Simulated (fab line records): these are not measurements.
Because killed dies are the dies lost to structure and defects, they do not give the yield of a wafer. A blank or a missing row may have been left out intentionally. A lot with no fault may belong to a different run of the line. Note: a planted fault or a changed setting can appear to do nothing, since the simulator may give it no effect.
A struck lot beside a sound one / flow nandHarc / 14 steps out of a route of 1302
Sound: these wafers, L138.2, L138.5, L138.6. Wafers L145.1, L145.2, L145.5 were the ones struck. The cause is named last.
Each step with rows lists, per side, the tool, then ch with its chambers, then its first start. Under that, the readings that differ: sound wafers / struck wafers / difference of the means / sigmas: that difference in standard deviations of wafers without a fault.
alike: readings with means less than 2 such deviations apart, plus words and numbers identical on both sides. not compared: withheld readings, readings lacking a value on some wafer, bounds such as >300 that could conceal the same value, and numbers that have no deviation in the record and whose values overlap.
Wherever a step has rows on one side only, a row that says differs or no value, or a row with sigmas, the two part there. Numbers that have no deviation but don't overlap get no sigmas and don't part them. A reading missing from all wafers of one side parts the sides only when that side holds two or more wafers.

NHARC_A_CHANNEL_FILL_D2_ALD_03: deposits SiNx, target thk 6 nm, pulse time 60 s, ald cycles 58.
  sound: aldSinBatch-02 ch 0; struck: aldSinBatch-02 ch 0
reading=susceptorTempC (C); sound=629.98 629.84 630.30; struck=- - -; difference=no value on the struck wafers; sigmas=
  alike: chamberPressureTorr, precursorPulseHeightRel
NHARC_A_CHANNEL_FILL_D2_ALD_14: deposits SiO2, target thk 2.5 nm, pulse time 10 s, ald cycles 25.
  sound on aldHk-01 ch 1,2,3, day 15 17:02; struck on aldHk-03 ch 1,2,3, day 18 17:19
  alike: heaterPowerW, precursorPulseHeightRel, susceptorTempC
NHARC_A_CHANNEL_FILL_D2_ALD_15: deposits SiNx, target thk 2 nm, pulse time 60 s, ald cycles 19.
  sound: aldSinBatch-01 ch 0; struck: aldSinBatch-01 ch 0
reading=susceptorTempC (C); sound=630.22 629.64 629.47; struck=- - -; difference=no value on the struck wafers; sigmas=
  alike: chamberPressureTorr, precursorPulseHeightRel
NHARC_A_CHANNEL_FILL_D2_ALD_16: deposits SiO2, target thk 1.5 nm, pulse time 10 s, ald cycles 15.
  sound on aldHk-03 ch 1,2, day 16 00:25; struck on aldHk-03 ch 0,2, day 18 22:23
reading=susceptorTempC (C); sound=299.97 299.83 299.71; struck=- - -; difference=no value on the struck wafers; sigmas=
  alike: heaterPowerW, precursorPulseHeightRel
then, 4 steps without rows for these wafers: NHARC_A_CHANNEL_FILL_D2_ANNEAL_17 (time 1800 s); NHARC_A_CHANNEL_FILL_D2_CVD_18 (deposits poly-Si, target thk 3 nm); NHARC_A_CHANNEL_FILL_D2_ETCHBACK_19 (etches the open film in HBr/Cl2, target depth 5 nm, time 1.7 s); NHARC_A_CHANNEL_FILL_D2_ETCHBACK_20 (etches the open film in C4F8/O2/Ar, target depth 27 nm, time 13.5 s).
NHARC_A_CHANNEL_FILL_D2_STRIP_28: strips in O2, time 20 s.
  sound on rieDiel-04 ch 1,2, day 16 11:52; struck on rieDiel-04 ch 1,2, day 19 10:02
  alike: drypumpMotorCurrentA, o2FlowSccm, oesProductAu, rfVppV, showerheadPlenumPTorr, throttleValvePct
  not compared: rfHoursCounterH
then, 3 steps without rows for these wafers: NHARC_A_CHANNEL_FILL_D2_PRECLEAN_21 (cleans in dHF, time 30 s); NHARC_A_CHANNEL_FILL_D2_SRD_23; NHARC_A_CHANNEL_FILL_D2_CVD_05 (deposits poly-Si, target thk 5 nm).
NHARC_A_CHANNEL_FILL_D2_ANNEAL_22: time 7200 s.
  sound on furnace-08 ch 0, day 16 19:33; struck on furnace-08 ch 0, day 19 17:44
reading=spikeTcBottomC (C); sound=639 639 637; struck=625 626 624; difference=-13; sigmas=-4
reading=spikeTcCentreC (C); sound=620.2 620.7 618.5; struck=606.0 606.2 604.8; difference=-14.1; sigmas=-9
reading=spikeTcLowerC (C); sound=621.1 622.6 622.5; struck=606.2 604.7 607.2; difference=-16.0; sigmas=-16
reading=spikeTcTopC (C); sound=638.3 637.7 637.4; struck=625.8 625.8 625.4; difference=-12.1; sigmas=-5
reading=spikeTcUpperC (C); sound=622.2 622.0 620.9; struck=608.1 606.0 605.6; difference=-15.1; sigmas=-15
reading=tubeCenterTempC (C); sound=619.95 620.1 620.16; struck=605.56 605.5 605.6; difference=-14.52; sigmas=-99 or more
reading=tube_center_temp_C_max; sound=621.61 621.74 621.88; struck=607.06 607.53 606.76; difference=-14.63; sigmas=-54
  alike: zonePowerTopPct
following that, these wafers have no rows for 1 step: NHARC_END_SORT_01.

WHERE THEY PART
At NHARC_A_CHANNEL_FILL_D2_ALD_03 first; at NHARC_A_CHANNEL_FILL_D2_ANNEAL_22 last (within this record only).

WHY: the cause the simulator had injected
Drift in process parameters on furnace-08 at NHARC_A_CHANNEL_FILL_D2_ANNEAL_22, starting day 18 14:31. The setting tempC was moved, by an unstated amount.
